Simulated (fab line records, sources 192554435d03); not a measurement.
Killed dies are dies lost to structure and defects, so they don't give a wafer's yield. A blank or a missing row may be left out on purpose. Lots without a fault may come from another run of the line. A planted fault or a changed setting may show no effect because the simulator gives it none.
fab line records | flow n5_finfet | part 1 of 2: steps 1 to 4 of 6
record lots=23 wafers=69 last_day=21
route steps=1938 shown BEOL_M10@1483 BEOL_M11@1553
lots that met no fault: from a run of the same line without faults
start_h: hours from the record's first day to the start of the lot's first wafer shown | wait_h: hours since the lot's step before | " the same as in the row above | L1.1+2: a row that stands for several wafers | - no value, or no start given | * or withheld: withheld | < > ~ a bound
route shown NAME@n: a module of which the file shows steps, and the number in the route of the first | usual: mean/standard deviation of fault-free wafers | same: alike in all rows | chamber/n: place in a boat | sites: the reading at each site | _std_site: their standard deviation | _edge_site: outer sites' mean less inner sites' | radius_mm: how far each site lies from the wafer's centre | mask NAME#n: copy n | behind: the tool/chamber that last shaped the wafer | hold: why the lot was held/for how many hours/how that ended | device: the transistor (n, p or np) that didn't switch | end of line: the same wafers' tests at the end of the route | a step without rows: its recipe alone | killed: dies lost to structure and defects at the first sort, not the wafer's yield | map: a wafer's dies, x killed, . not, _ none there
set.NAME: the setting as run; set.NAME@STEP: as run at that earlier step | model.NAME: the simulator's own value behind a step, which no gauge read
steps of the route over a sample of lots; a table a step, a row a wafer
services: from which hour (start_h, from the record's first day; less than 0 if before it) a tool's chamber was out of use, for how many hours, and why
## steps
# step N5_BEOL_M10_CD_MEAS_11
# recipe target_cd_nm=64.1 landing_energy_ev=500 detector=se_inlens polarity=opening
# usual cd_nm=63.8/0.74
# columns lot.wafer tool chamber start_h wait_h cd_nm
L074.1 cd_sem-01 0 293.75 - 64.1
L074.4 " 0 " " 63.5
L074.6 " 0 " " 64.3
L077.2 cd_sem-01 0 307.73 - 63.6
L077.3 " 0 " " 62.5
L077.5 " 0 " " 63.6
L075.2 cd_sem-02 0 317.27 - 63.3
L075.3 " 0 " " 63.3
L075.4 " 0 " " 63.6
L076.2 cd_sem-03 0 320.90 - 63.8
L076.4 " 0 " " 63.5
L076.6 " 0 " " 63.6
L080.2 cd_sem-03 0 329.09 - 63.6
L080.4 " 0 " " 63.5
L080.5 " 0 " " 65.0
L078.2 cd_sem-02 0 329.32 - 64.6
L078.4 " 0 " " 64.2
L078.5 " 0 " " 64.2
L082.3 cd_sem-02 0 334.19 - 64.5
L082.4 " 0 " " 64.2
L082.6 " 0 " " 64.7
L079.4 cd_sem-03 0 338.34 - 64.2
L079.5 " 0 " " 65.3
L079.6 " 0 " " 63.6
L081.3 cd_sem-02 0 377.51 - 63.5
L081.5 " 0 " " 64.0
L081.6 " 0 " " 64.7
L084.1 cd_sem-03 0 377.74 - 64.3
L084.4 " 0 " " 64.9
L084.5 " 0 " " 63.7
L083.2 cd_sem-03 0 378.01 - 64.2
L083.3 " 0 " " 64.9
L083.6 " 0 " " 63.5
L085.2 cd_sem-03 0 390.52 - 64.7
L085.3 " 0 " " 63.8
L085.4 " 0 " " 64.0
L090.3 cd_sem-03 0 392.89 - 64.1
L090.4 " 0 " " 63.8
L090.6 " 0 " " 64.0
L089.1 cd_sem-03 0 404.70 - 64.0
L089.2 " 0 " " 62.7
L089.4 " 0 " " 63.5
L088.2 cd_sem-01 0 406.32 - 64.0
L088.5 " 0 " " 64.7
L088.6 " 0 " " 63.3
L087.1 cd_sem-02 0 406.87 - 64.7
L087.2 " 0 " " 63.3
L087.6 " 0 " " 63.5
L091.3 cd_sem-02 0 412.10 - 65.3
L091.4 " 0 " " 63.8
L091.5 " 0 " " 64.8
L092.2 cd_sem-01 0 417.99 - 64.9
L092.3 " 0 " " 63.1
L092.5 " 0 " " 62.4
L094.2 cd_sem-02 0 418.61 - 64.4
L094.3 " 0 " " 63.3
L094.4 " 0 " " 62.1
L096.1 cd_sem-01 0 418.69 - 63.2
L096.2 " 0 " " 63.2
L096.5 " 0 " " 63.3
L093.2 cd_sem-03 0 440.36 - 63.7
L093.3 " 0 " " 63.3
L093.6 " 0 " " 61.7
L095.1 cd_sem-02 0 442.38 - 63.7
L095.2 " 0 " " 64.0
L095.6 " 0 " " 63.9
L097.4 cd_sem-01 0 448.34 - 63.7
L097.5 " 0 " " 64.4
L097.6 " 0 " " 64.5
# step N5_BEOL_M10_ETCH_65
# recipe chemistry=CF4 target=SiARC target_depth_a=390 mask_material=CAR-ArF time_s=65 ion_energy_ev=80 pressure_mtorr=40 source_w=545 bias_w=36 Ar_flow_sccm=100 cf4_flow_sccm=100 ends=cleared
# usual drypump_motor_current_A=5.70/0.17 etch_rf_on_time_s=65.5/2.6 oes_product_au=0.66/0.07 rf_vpp_V=183.4/0.97 showerhead_plenum_p_Torr=2.10/0.061 throttle_valve_pct=15.66/0.25
# columns lot.wafer tool chamber start_h wait_h drypump_motor_current_A etch_rf_on_time_s oes_product_au rf_hours_counter_h rf_vpp_V showerhead_plenum_p_Torr throttle_valve_pct
L074.1 rie_diel-03 3 296.34 0.0 5.65 67.4 0.65 160 183.0 2.05 15.62
L074.4 " 0 " " 5.54 62.6 0.59 245 183.3 2.10 15.75
L074.6 " 3 " " 5.64 67.1 0.64 - 184.6 2.05 15.61
L077.2 rie_diel-03 2 309.03 0.0 5.96 67.3 0.60 217 184.0 2.20 15.76
L077.3 " 0 " " 5.52 61.9 0.59 250 183.3 2.10 15.75
L077.5 " 0 " " 5.52 62.0 0.58 - 183.3 2.10 15.77
L075.2 rie_diel-04 3 321.39 0.0 5.24 69.1 0.60 212 183.4 2.19 16.02
L075.3 " 2 " " 5.40 64.4 0.78 26 184.7 2.18 15.35
L075.4 " 1 " " 5.87 62.5 0.77 44 183.1 2.07 15.33
L076.2 rie_diel-04 3 323.72 0.0 5.22 69.0 0.59 212 184.7 2.19 16.00
L076.4 " 1 " " 5.90 63.1 0.76 45 184.4 2.07 15.31
L076.6 " 2 " " 5.40 64.4 0.78 - 184.2 2.18 15.36
L078.2 rie_diel-03 3 333.27 0.0 5.64 67.6 0.63 178 182.4 2.05 15.64
L078.4 " 2 " " 5.94 69.4 0.58 - 185.1 2.19 15.78
L078.5 " 1 " " 5.78 65.3 0.63 - 184.2 2.04 15.80
L080.2 rie_diel-03 3 333.80 0.0 5.64 67.2 0.63 178 182.4 2.05 15.66
L080.4 " 1 " " 5.78 65.1 0.64 - 181.8 2.04 15.79
L080.5 " 3 " " 5.65 67.2 0.63 - 182.5 2.05 15.65
L082.3 rie_diel-03 2 337.19 0.0 5.95 69.6 0.58 232 184.4 2.19 15.79
L082.4 " 1 " " 5.75 64.8 0.64 - 183.6 2.04 15.78
L082.6 " 2 " " 5.96 69.1 0.58 - 183.8 2.19 15.78
L079.4 rie_diel-01 2 340.18 0.0 5.64 70.4 0.59 218 183.5 2.12 16.12
L079.5 " 1 " " 5.56 65.2 0.67 - 183.9 2.23 15.73
L079.6 " 2 " " 5.63 69.6 0.59 - 183.2 2.12 16.10
L081.3 rie_diel-03 1 380.83 0.0 5.77 64.4 0.63 192 183.1 2.04 15.84
L081.5 " 2 " " 5.96 68.2 0.57 - 185.5 2.18 15.81
L081.6 " 3 " " 5.66 68.0 0.62 - 182.2 2.04 15.69
L084.1 rie_diel-01 1 380.89 0.0 5.56 64.6 0.66 138 185.6 2.23 15.74
L084.4 " 3 " " 5.85 65.2 0.73 55 183.9 2.10 15.32
L084.5 " 1 " " 5.57 65.0 0.65 - 183.5 2.23 15.76
L083.2 rie_diel-03 0 381.49 0.0 5.51 60.3 0.79 16 184.1 2.09 15.25
L083.3 " 3 " " 5.67 67.4 0.62 198 182.9 2.04 15.69
L083.6 " 0 " " 5.51 60.5 0.79 - 183.7 2.09 15.25
L085.2 rie_diel-03 0 392.20 0.0 5.52 61.0 0.79 19 183.3 2.09 15.26
L085.3 " 3 " " 5.67 67.2 0.62 201 182.1 2.04 15.69
L085.4 " 3 " " 5.67 66.9 0.62 - 182.2 2.04 15.70
L090.3 rie_diel-01 2 394.72 0.0 5.64 70.4 0.58 236 183.6 2.11 16.15
L090.4 " 3 " " 5.84 66.2 0.71 - 182.3 2.10 15.32
L090.6 " 1 " " 5.55 65.9 0.64 - 184.6 2.22 15.74
L089.1 rie_diel-04 2 405.92 0.0 5.42 64.5 0.74 53 183.5 2.17 15.41
L089.2 " 1 " " 5.95 63.1 0.72 73 183.0 2.06 15.37
L089.4 " 2 " " 5.42 63.7 0.75 - 184.3 2.17 15.42
L088.2 rie_diel-01 0 410.68 0.0 5.73 64.0 0.65 170 184.3 2.06 15.72
L088.5 " 0 " " 5.77 63.5 0.66 - 182.4 2.06 15.73
L088.6 " 3 " " 5.85 64.9 0.71 - 182.8 2.10 15.36
L087.1 rie_diel-03 0 410.78 0.0 5.52 60.9 0.78 28 181.2 2.09 15.29
L087.2 " 1 " " 5.79 64.6 0.62 205 182.9 2.03 15.85
L087.6 " 1 " " 5.78 64.1 0.62 - 182.5 2.03 15.86
L091.3 rie_diel-03 1 414.22 0.0 5.77 65.4 0.61 206 182.5 2.03 15.84
L091.4 " 3 " " 5.66 67.7 0.61 - 182.9 2.04 15.73
L091.5 " 1 " " 5.79 64.7 0.62 - 182.7 2.03 15.88
L092.2 rie_diel-04 2 423.03 0.0 5.41 65.1 0.73 59 184.0 2.17 15.43
L092.3 " 0 " " 5.88 63.7 0.70 91 183.4 2.07 15.75
L092.5 " 1 " " 5.89 63.4 0.72 - 183.5 2.06 15.39
L096.1 rie_diel-01 2 423.07 0.0 5.63 70.8 0.56 249 182.8 2.11 16.17
L096.2 " 3 " " 5.85 65.7 0.71 72 184.5 2.09 15.35
L096.5 " 1 " " 5.51 66.2 0.64 - 185.5 2.22 15.78
L094.2 rie_diel-03 3 423.12 0.0 5.65 66.8 0.62 215 182.3 2.04 15.73
L094.3 " 2 " " 5.99 64.1 0.83 2 186.0 2.18 15.32
L094.4 " 0 " " 5.54 61.2 0.77 - 182.7 2.09 15.30
L093.2 rie_diel-03 3 442.23 0.0 5.65 67.6 0.60 223 182.0 2.03 15.73
L093.3 " 2 " " 5.97 63.3 0.80 10 184.6 2.18 15.36
L093.6 " 0 " " 5.53 61.5 0.75 - 181.7 2.09 15.32
L095.1 rie_diel-01 1 443.52 0.0 5.55 65.1 0.64 159 183.7 2.22 15.79
L095.2 " 0 " " 5.73 63.9 0.64 184 181.6 2.05 15.76
L095.6 " 0 " " 5.76 64.0 0.65 - 183.3 2.05 15.75
L097.4 rie_diel-03 0 450.61 0.0 5.52 62.3 0.74 44 184.0 2.09 15.33
L097.5 " 1 " " 5.76 65.8 0.61 - 181.6 2.03 15.90
L097.6 " 0 " " 5.51 62.4 0.75 - 182.9 2.09 15.32
# step N5_BEOL_M10_ANNEAL_51
# recipe temp_c=225 time_s=90 ambient=N2
# usual wafer_temp_C_max=226.08/0.26
# same time_s=90
# columns lot.wafer tool chamber start_h wait_h wafer_temp_C_max
L074.1 rtp_anneal-02 0 299.05 0.1 225.83
L074.4 " 0 " " 226.10
L074.6 " 0 " " 225.71
L077.2 rtp_anneal-02 0 312.75 0.1 226.14
L077.3 " 0 " " 226.11
L077.5 " 0 " " 225.75
L075.2 rtp_anneal-02 0 323.29 0.1 225.84
L075.3 " 0 " " 225.97
L075.4 " 0 " " 225.95
L076.2 rtp_anneal-01 0 326.25 0.2 226.38
L076.4 " 0 " " 225.70
L076.6 " 0 " " 226.27
L078.2 rtp_anneal-01 0 335.77 0.4 226.67
L078.4 " 0 " " 225.80
L078.5 " 0 " " 225.82
L080.2 rtp_anneal-01 0 337.39 0.3 226.00
L080.4 " 0 " " 226.33
L080.5 " 0 " " 226.25
L082.3 rtp_anneal-02 0 339.83 0.1 226.30
L082.4 " 0 " " 226.16
L082.6 " 0 " " 225.73
L079.4 rtp_anneal-02 0 344.90 0.2 225.90
L079.5 " 0 " " 226.01
L079.6 " 0 " " 225.88
L081.3 rtp_anneal-01 0 383.13 0.4 226.25
L081.5 " 0 " " 225.75
L081.6 " 0 " " 226.12
L084.1 rtp_anneal-01 0 383.52 0.1 226.24
L084.4 " 0 " " 226.14
L084.5 " 0 " " 226.14
L083.2 rtp_anneal-01 0 384.78 0.2 226.37
L083.3 " 0 " " 226.06
L083.6 " 0 " " 226.41
L085.2 rtp_anneal-01 0 395.75 0.1 226.09
L085.3 " 0 " " 226.50
L085.4 " 0 " " 226.32
L090.3 rtp_anneal-02 0 397.13 0.1 226.02
L090.4 " 0 " " 225.86
L090.6 " 0 " " 225.79
L089.1 rtp_anneal-01 0 409.86 0.1 226.29
L089.2 " 0 " " 226.46
L089.4 " 0 " " 226.56
L088.2 rtp_anneal-02 0 413.97 0.2 225.79
L088.5 " 0 " " 226.16
L088.6 " 0 " " 225.71
L087.1 rtp_anneal-01 0 414.19 0.4 226.08
L087.2 " 0 " " 226.02
L087.6 " 0 " " 226.41
L091.3 rtp_anneal-02 0 418.94 0.3 225.89
L091.4 " 0 " " 225.83
L091.5 " 0 " " 225.93
L092.2 rtp_anneal-01 0 425.20 0.1 226.50
L092.3 " 0 " " 226.09
L092.5 " 0 " " 226.05
L096.1 rtp_anneal-02 0 426.25 0.7 226.26
L096.2 " 0 " " 226.19
L096.5 " 0 " " 226.05
L094.2 rtp_anneal-01 0 426.41 0.8 226.05
L094.3 " 0 " " 226.13
L094.4 " 0 " " 226.15
L093.2 rtp_anneal-02 0 445.45 0.7 226.13
L093.3 " 0 " " 226.06
L093.6 " 0 " " 225.82
L095.1 rtp_anneal-02 0 446.06 0.6 226.11
L095.2 " 0 " " 225.86
L095.6 " 0 " " 226.19
L097.4 rtp_anneal-02 0 453.01 0.4 225.94
L097.5 " 0 " " 226.50
L097.6 " 0 " " 225.82
# step N5_BEOL_M10_CMP_52
# recipe stop_on=SiCOH_lowk t_overpolish_s=7 down_force_psi=1 platen_rpm=50 clearing_platen_down_force_psi=1.5 clearing_platen_rpm=50 post_cmp_clean=cu_alkaline target_thk_nm=140 clearing_platen_pad_velocity_m_s=0.99484 pad_velocity_m_s=0.99484
# usual barrier_field_endpoint_s=29.0/0.77 edge_zone_pressure_frac=1.000/0.0045 motor_current_A=6.2/0.43 overpolish_run_s=7.001/0.0081 time_to_endpoint_s=67/3.5
# columns lot.wafer tool chamber start_h wait_h barrier_field_endpoint_s edge_zone_pressure_frac motor_current_A overpolish_run_s time_to_endpoint_s
L074.4 cmp-04 0 299.42 0.2 28.5 0.999 5.9 7.004 66
L074.1 " 1 " " 30.3 1.000 5.8 6.999 72
L074.6 " 2 " " 29.6 0.995 6.2 7.003 72
L077.2 cmp-04 2 313.00 0.2 29.6 0.996 5.5 6.994 66
L077.3 " 0 " " 28.1 0.996 5.7 7.003 60
L077.5 " 2 " " 29.0 1.003 6.0 7.014 64
L075.4 cmp-02 1 323.54 0.1 30.1 1.011 6.5 6.995 71
L075.3 " 3 " " 29.3 1.009 6.8 6.994 71
L075.2 " 0 " " 29.9 0.997 5.9 7.018 71
L076.2 cmp-02 3 326.64 0.4 29.5 1.003 6.4 6.997 65
L076.4 " 0 " " 30.9 0.997 5.8 6.999 68
L076.6 " 2 " " 29.8 1.000 6.0 6.993 65
L078.2 cmp-02 2 336.02 0.2 28.4 1.002 6.4 7.020 66
L078.4 " 3 " " 29.2 1.007 6.9 6.999 68
L078.5 " 2 " " 28.6 1.001 6.4 6.999 65
L080.4 cmp-03 3 337.65 0.1 28.4 0.997 5.4 7.015 70
L080.2 " 0 " " 29.4 1.007 6.5 6.996 71
L080.5 " 3 " " 28.9 0.996 5.5 7.002 67
L082.4 cmp-02 2 340.08 0.2 29.1 0.998 6.1 7.001 67
L082.3 " 3 " " 28.6 1.001 7.1 7.004 67
L082.6 " 1 " " 30.0 0.998 6.0 7.001 68
L079.4 cmp-02 2 345.17 0.2 28.3 0.999 6.3 6.997 61
L079.6 " 3 " " 29.7 0.994 6.8 7.003 69
L079.5 " 0 " " 29.6 0.999 6.2 7.006 68
L081.3 cmp-02 2 383.38 0.2 28.9 1.005 6.2 7.006 67
L081.5 " 2 " " 29.1 1.007 6.2 6.992 65
L081.6 " 3 " " 28.1 1.005 6.5 6.997 64
L084.4 cmp-03 3 383.82 0.1 28.4 0.999 5.8 7.001 64
L084.1 " 2 " " 29.4 0.997 6.7 7.004 67
L084.5 " 3 " " 29.7 0.997 5.5 7.001 66
L083.2 cmp-02 2 385.03 0.2 29.1 0.989 5.9 6.984 64
L083.3 " 1 " " 28.5 1.011 6.3 6.997 65
L083.6 " 2 " " 30.0 0.989 6.2 6.991 64
L085.2 cmp-02 1 396.01 0.2 28.2 1.005 6.3 6.977 69
L085.3 " 2 " " 27.4 0.992 6.3 6.993 65
L085.4 " 3 " " 27.4 0.999 6.5 6.995 65
L090.4 cmp-03 2 397.34 0.1 29.2 1.007 6.9 7.014 66
L090.3 " 1 " " 29.2 0.996 6.2 7.007 72
L090.6 " 3 " " 29.2 1.001 5.7 6.996 68
L089.4 cmp-04 0 410.17 0.1 29.5 0.996 5.8 7.006 65
L089.2 " 1 " " 28.7 1.002 5.5 6.996 70
L089.1 " 2 " " 29.8 1.002 6.3 7.003 68
L088.2 cmp-04 0 414.34 0.3 28.2 0.997 5.3 7.001 65
L088.6 " 1 " " 30.2 1.006 5.6 6.993 71
L088.5 " 2 " " 29.2 0.996 6.3 7.006 67
L087.1 cmp-04 2 414.50 0.3 28.4 0.997 6.3 6.993 68
L087.2 " 1 " " 28.4 1.007 6.0 7.014 73
L087.6 " 2 " " 28.4 1.001 6.1 7.004 70
L091.3 cmp-04 3 419.22 0.2 27.5 0.999 6.8 6.996 58
L091.4 " 0 " " 28.9 0.996 5.5 6.996 65
L091.5 " 2 " " 29.9 1.002 6.1 7.001 70
L092.2 cmp-03 0 425.49 0.2 28.8 0.997 6.6 7.016 67
L092.3 " 1 " " 30.3 0.999 6.3 6.999 71
L092.5 " 3 " " 29.4 1.006 5.6 7.002 64
L096.1 cmp-04 3 426.63 0.3 28.0 1.004 6.7 6.998 62
L096.2 " 0 " " 28.2 0.996 5.6 6.994 67
L096.5 " 2 " " 28.6 1.003 6.3 6.984 69
L094.3 cmp-02 1 426.66 0.2 29.6 1.000 6.0 7.007 69
L094.2 " 3 " " 28.2 0.999 6.7 6.999 65
L094.4 " 0 " " 29.4 1.007 5.9 7.011 65
L093.3 cmp-03 3 445.70 0.2 29.1 0.996 5.7 7.000 64
L093.2 " 0 " " 28.6 1.004 6.3 6.998 67
L093.6 " 3 " " 28.9 0.994 5.7 7.007 63
L095.2 cmp-03 3 446.36 0.2 28.3 1.004 5.5 7.002 62
L095.1 " 0 " " 28.4 0.999 6.6 7.003 62
L095.6 " 0 " " 29.0 1.008 6.3 7.011 65
L097.4 cmp-04 3 453.28 0.2 27.5 0.997 6.9 6.990 60
L097.6 " 0 " " 28.6 1.000 5.3 7.000 65
L097.5 " 1 " " 29.1 1.000 5.5 7.005 70
